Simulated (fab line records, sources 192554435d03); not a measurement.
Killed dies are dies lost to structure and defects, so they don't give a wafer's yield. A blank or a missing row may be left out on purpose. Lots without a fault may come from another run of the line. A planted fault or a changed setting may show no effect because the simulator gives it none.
fab line records | flow n5_finfet
record lots=13 wafers=36 last_day=18
route steps=1938 shown BEOL_M11@1577
lots that met no fault: from a run of the same line without faults
start_h: hours from the record's first day to the start of the lot's first wafer shown | wait_h: hours since the lot's step before | " the same as in the row above | L1.1+2: a row that stands for several wafers | - no value, or no start given | * or withheld: withheld | < > ~ a bound
route shown NAME@n: a module of which the file shows steps, and the number in the route of the first | usual: mean/standard deviation of fault-free wafers | same: alike in all rows | chamber/n: place in a boat | sites: the reading at each site | _std_site: their standard deviation | _edge_site: outer sites' mean less inner sites' | radius_mm: how far each site lies from the wafer's centre | mask NAME#n: copy n | behind: the tool/chamber that last shaped the wafer | hold: why the lot was held/for how many hours/how that ended | device: the transistor (n, p or np) that didn't switch | end of line: the same wafers' tests at the end of the route | a step without rows: its recipe alone | killed: dies lost to structure and defects at the first sort, not the wafer's yield | map: a wafer's dies, x killed, . not, _ none there
set.NAME: the setting as run; set.NAME@STEP: as run at that earlier step | model.NAME: the simulator's own value behind a step, which no gauge read
steps of the route over a sample of lots; a table a step, a row a wafer
services: from which hour (start_h, from the record's first day; less than 0 if before it) a tool's chamber was out of use, for how many hours, and why
## steps
# step N5_BEOL_M11_STRIP_36
# recipe chemistry=N2/H2 power_w=450 temp_c=40 pressure_mtorr=20 rf_frequency_hz=6e+07 overash_fraction=0.3 bias_power_w=7 h2_frac=0.5 n2_flow_sccm=200 h2_flow_sccm=200
# usual bias_power_w=6.999/0.021 drypump_motor_current_A=5.7/0.46 n2_flow_sccm=200.0/0.69 oes_product_au=0.83/0.088 rf_vpp_V=59.3/1.9 showerhead_plenum_p_Torr=2.56/0.081 throttle_valve_pct=23.80/0.29
# columns lot.wafer tool chamber start_h wait_h bias_power_w drypump_motor_current_A n2_flow_sccm oes_product_au rf_hours_counter_h rf_vpp_V showerhead_plenum_p_Torr throttle_valve_pct
L132.2 rie_diel-01 3 205.75 0.0 6.997 6.4 198.4 0.89 10 61.4 2.61 23.41
L132.4 " 1 " " 6.987 5.2 199.2 0.67 219 60.8 2.62 23.99
L132.5 " 3 " " 7.026 6.4 198.8 0.89 - 62.0 2.61 23.36
L130.1 rie_diel-06 2 209.82 0.0 7.012 6.2 199.8 0.68 223 60.5 2.62 23.69
L130.2 " 3 " " 6.985 5.1 199.3 0.96 16 57.2 2.51 23.65
L130.3 " 0 " " 6.991 5.5 199.8 0.90 23 60.6 2.47 23.60
L133.3 rie_diel-06 2 222.04 0.0 6.982 6.2 199.8 0.69 227 59.4 2.62 23.74
L133.4 " 3 " " 7.001 5.0 200.0 0.93 - 59.1 2.50 23.61
L133.6 " 2 " " 6.978 6.2 199.9 0.69 - 60.2 2.62 23.70
L135.3 rie_diel-06 1 237.67 0.0 7.013 5.3 199.0 0.79 90 61.5 2.66 23.91
L135.4 " 3 " " 6.947 5.1 200.6 0.91 29 57.0 2.50 23.63
L135.5 " 1 " " 7.005 5.3 198.6 0.79 - 62.6 2.66 23.92
L138.1 rie_diel-01 3 305.33 0.0 6.981 6.4 198.4 0.83 45 57.6 2.59 23.41
L138.5 " 2 " " 6.974 5.5 200.8 0.68 - 58.3 2.59 23.82
L138.6 " 3 " " 7.010 6.3 198.8 0.81 - 58.2 2.59 23.43
L141.4 rie_diel-06 3 313.65 0.0 7.008 5.1 199.2 0.88 - 57.1 2.49 23.66
L141.5 " 0 " " 6.970 5.5 200.3 0.85 - 58.6 2.46 23.69
L141.6 " 1 " " 6.921 5.2 200.6 0.77 - 58.5 2.65 23.93
L140.1 rie_diel-01 1 318.01 0.0 7.006 5.2 200.9 0.97 2 57.9 2.61 23.64
L140.2 " 0 " " 7.022 5.9 199.8 0.86 31 61.2 2.52 24.24
L140.4 " 0 " " 7.009 5.9 200.0 0.88 - 60.6 2.52 24.21
L144.3 rie_diel-01 1 319.88 0.0 7.009 5.2 202.1 0.96 3 60.0 2.61 23.60
L144.5 " 0 " " 7.010 5.9 199.7 0.88 - 56.8 2.52 24.27
L144.6 " 1 " " 7.018 5.2 201.0 0.96 - 58.3 2.61 23.63
L143.3 rie_diel-02 0 324.54 0.0 6.975 5.6 201.0 0.71 206 60.0 2.66 24.40
L143.5 " 3 " " 7.039 6.3 201.4 0.74 - 59.8 2.32 23.91
L143.6 " 0 " " 6.992 5.6 199.4 0.70 - 57.0 2.66 24.40
L146.2 rie_diel-01 3 328.73 0.0 6.978 6.4 199.9 0.85 54 60.1 2.59 23.44
L152.2 rie_diel-01 3 371.97 0.0 6.978 6.4 200.0 0.78 67 61.6 2.58 23.45
L152.3 " 2 " " 6.985 5.5 200.1 0.95 14 60.8 2.58 23.81
L152.5 " 0 " " 7.002 5.9 199.9 0.84 - 62.5 2.51 24.28
L137.1 rie_diel-01 3 381.04 0.0 7.027 6.4 198.4 0.80 70 60.1 2.58 23.44
L137.4 " 0 " " 7.035 5.9 199.5 0.84 52 58.6 2.51 24.25
L153.2 rie_diel-01 3 386.90 0.0 7.004 6.4 200.7 0.79 72 56.0 2.58 23.45
L153.3 " 2 " " 7.019 5.4 198.5 0.91 20 60.9 2.58 23.80
L153.5 " 2 " " 7.019 5.5 200.1 0.92 - 59.2 2.58 23.78
# step N5_BEOL_M11_CD_MEAS_35
# recipe target_cd_nm=70 polarity=opening
# usual cd_nm=70.4/0.59
# columns lot.wafer tool chamber start_h wait_h cd_nm
L132.2 cd_sem-01 - 206.13 0.0 69.9
L132.4 " - " " 70.9
L132.5 " - " " 70.2
L130.1 cd_sem-03 - 210.20 0.0 71.2
L130.2 " - " " 71.0
L130.3 " - " " 70.6
L133.3 cd_sem-03 - 222.42 0.0 70.9
L133.4 " - " " 70.5
L133.6 " - " " 70.8
L135.3 cd_sem-02 - 238.05 0.0 69.9
L135.4 " - " " 70.8
L135.5 " - " " 70.4
L138.1 cd_sem-01 - 305.81 0.0 70.0
L138.5 " - " " 70.8
L138.6 " - " " 70.5
L141.4 cd_sem-03 - 314.02 0.0 70.8
L141.5 " - " " 70.9
L141.6 " - " " 71.5
L140.1 cd_sem-03 - 318.39 0.0 70.5
L140.2 " - " " 71.9
L140.4 " - " " 70.2
L144.3 cd_sem-03 - 320.27 0.0 70.6
L144.5 " - " " 69.9
L144.6 " - " " 70.9
L143.3 cd_sem-01 - 324.92 0.0 70.0
L143.5 " - " " 70.5
L143.6 " - " " 70.6
L146.2 cd_sem-01 - 329.10 0.0 71.2
L152.2 cd_sem-03 - 372.36 0.0 70.5
L152.3 " - " " 69.6
L152.5 " - " " 70.3
L137.1 cd_sem-01 - 381.42 0.0 69.6
L137.4 " - " " 70.2
L153.2 cd_sem-03 - 387.27 0.0 70.4
L153.3 " - " " 71.0
L153.5 " - " " 70.2
# step N5_BEOL_M11_SPUTTER_48
# recipe material=Cu target_thk_a=120 temp_c=-20 bias_v=60 power_w=26000 chamber_pressure_pa=0.13 time_s=2
# usual throttle_valve_pct=30.1/0.78
# same time_s=2
# columns lot.wafer tool chamber start_h wait_h throttle_valve_pct
L132.2 pvd_sputter-02 - 207.05 0.1 30.8
L132.4 " - " " 29.8
L132.5 " - " " 30.0
L130.1 pvd_sputter-03 - 211.28 0.1 29.6
L130.2 " - " " 29.9
L130.3 " - " " 29.5
L133.3 pvd_sputter-02 - 223.39 0.1 30.9
L133.4 " - " " 30.1
L133.6 " - " " 31.1
L135.3 pvd_sputter-03 - 241.07 0.2 29.3
L135.4 " - " " 29.7
L135.5 " - " " 29.4
L138.1 pvd_sputter-03 - 310.24 1.6 29.4
L138.5 " - " " 30.1
L138.6 " - " " 29.7
L141.4 pvd_sputter-02 - 315.24 0.0 29.7
L141.5 " - " " 29.7
L141.6 " - " " 29.8
L140.1 pvd_sputter-02 - 320.30 0.1 30.0
L140.2 " - " " 30.9
L140.4 " - " " 29.7
L144.3 pvd_sputter-01 - 321.79 0.1 30.3
L144.5 " - " " 29.1
L144.6 " - " " 30.4
L143.3 pvd_sputter-02 - 327.98 1.6 29.7
L143.5 " - " " 30.2
L143.6 " - " " 31.0
L146.2 pvd_sputter-03 - 330.70 0.1 29.5
L152.2 pvd_sputter-01 - 375.98 0.2 30.2
L152.3 " - " " 32.1
L152.5 " - " " 29.1
L137.1 pvd_sputter-01 - 384.49 1.9 30.5
L137.4 " - " " 28.8
L153.2 pvd_sputter-01 - 388.45 0.2 30.2
L153.3 " - " " 30.4
L153.5 " - " " 28.8
# step N5_BEOL_M11_CMP_52
# recipe stop_on=SiCOH_lowk t_overpolish_s=7 down_force_psi=1 platen_rpm=50 clearing_platen_down_force_psi=1.5 clearing_platen_rpm=50 post_cmp_clean=cu_alkaline target_thk_nm=140 clearing_platen_pad_velocity_m_s=0.99484 pad_velocity_m_s=0.99484
# usual barrier_field_endpoint_s=28.9/0.86 motor_current_A=6.2/0.61 overpolish_run_s=7.000/0.0089 platen_rpm=49.99/0.032 time_to_endpoint_s=64/3.8
# columns lot.wafer tool chamber start_h wait_h barrier_field_endpoint_s motor_current_A overpolish_run_s platen_rpm time_to_endpoint_s
L132.4 cmp-03 2 207.68 0.1 27.5 5.9 6.997 50.04 57
L132.2 " 1 " " 29.1 7.6 7.000 50.06 66
L132.5 " 3 " " 27.5 6.1 6.990 50.00 62
L130.2 cmp-02 0 211.95 0.2 27.5 6.0 6.991 49.95 60
L130.3 " 1 " " 28.9 6.6 6.986 49.99 66
L130.1 " 2 " " 27.8 6.1 6.999 49.97 65
L133.3 cmp-03 1 223.93 0.2 28.6 6.9 7.000 50.02 69
L133.4 " 3 " " 28.7 5.9 6.996 50.01 66
L133.6 " 2 " " 27.4 5.6 6.991 49.96 59
L135.3 cmp-02 3 241.73 0.2 30.0 6.7 7.010 50.02 68
L135.4 " 0 " " 28.0 6.0 7.006 49.99 61
L135.5 " 3 " " 29.0 7.2 7.001 50.01 66
L138.1 cmp-02 2 311.06 0.3 28.8 6.3 7.000 49.99 64
L138.5 " 1 " " 29.2 6.5 7.021 49.98 65
L138.6 " 2 " " 29.5 6.3 7.007 50.00 65
L141.4 cmp-03 1 316.07 0.1 28.3 7.2 6.995 49.98 64
L141.5 " 1 " " 29.8 7.2 7.019 50.02 60
L141.6 " 2 " " 27.9 5.7 7.005 50.02 57
L140.1 cmp-02 2 321.11 0.3 29.3 6.4 7.004 49.97 71
L140.2 " 3 " " 29.0 6.9 7.005 49.91 67
L140.4 " 0 " " 28.0 5.8 7.006 49.95 65
L144.3 cmp-02 1 322.49 0.3 29.3 6.7 7.011 49.95 64
L144.6 " 2 " " 30.5 6.2 6.987 50.00 67
L144.5 " 3 " " 28.2 7.0 7.019 49.99 65
L143.3 cmp-03 0 328.88 0.3 29.2 5.6 7.017 49.98 65
L143.6 " 1 " " 28.1 7.2 6.988 49.97 66
L143.5 " 2 " " 28.0 5.9 6.997 50.03 57
L146.2 cmp-02 1 331.93 0.2 31.1 6.5 6.987 47.97 65
L152.3 cmp-01 1 376.57 0.2 27.7 5.3 7.012 49.99 61
L152.2 " 2 " " 28.7 5.3 6.996 49.99 66
L152.5 " 1 " " 28.7 5.5 7.011 50.02 63
L137.1 cmp-03 3 385.25 0.3 30.0 6.3 6.995 50.09 69
L137.4 " 0 " " 31.2 5.7 6.988 50.00 71
L153.2 cmp-01 2 389.02 0.2 30.0 5.5 7.001 50.00 66
L153.3 " 3 " " 30.1 6.6 6.991 49.98 64
L153.5 " 1 " " 29.0 5.1 6.977 50.04 62
## services
# columns tool chamber start_h hours kind
cmp-03 - 191.33 3.6 pm
rie_diel-02 1 196.13 24.9 repair
pvd_sputter-01 - 200.17 1.1 repair
rie_diel-01 0 211.47 - clean
rie_diel-01 0 211.47 - consumable_replace:focus_ring
cmp-02 - 213.75 2.0 repair
rie_diel-01 2 218.89 6.3 repair
rie_diel-06 2 227.39 4.3 repair
cmp-01 - 228.10 4.0 pm
rie_diel-06 1 244.69 4.1 repair
cmp-01 - 270.26 3.2 pm
cmp-01 - 276.53 0.2 repair
rie_diel-01 3 282.73 4.1 repair
cmp-02 - 288.08 8.8 pm
cmp-03 - 296.75 4.0 pm
rie_diel-01 0 304.06 1.6 repair
cmp-03 - 310.16 2.1 repair
rie_diel-06 - 331.06 0.5 repair
cmp-02 - 337.50 3.4 pm
pvd_sputter-02 - 356.72 4.6 repair
rie_diel-06 1 357.97 1.8 repair
cmp-01 - 367.78 5.0 pm
cmp-01 - 384.16 0.3 repair
rie_diel-06 3 387.86 1.3 repair
## key
first_sign step=N5_BEOL_M11_CMP_52 reading=platen_rpm direction=down sigmas=63 usual=49.99 struck=47.97
effect none on later readings
met_at N5_BEOL_M11_CMP_52
struck_lots L146
struck_wafers L146.2
rows_end L146.2
not_acting_at N5_BEOL_M11_STRIP_36,N5_BEOL_M11_CD_MEAS_35,N5_BEOL_M11_SPUTTER_48
onset_between 322.49 331.93
fault kind=process_parameter_drift tool=cmp-02 chamber=1 onset_h=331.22 steps=N5_BEOL_M11_CMP_52 channel=platen_rpm offset=-2 shape=step acts_in=these_recipes_only stated=50
# rows_end: these wafers met a further fault down the route, and their rows from its step on are left out
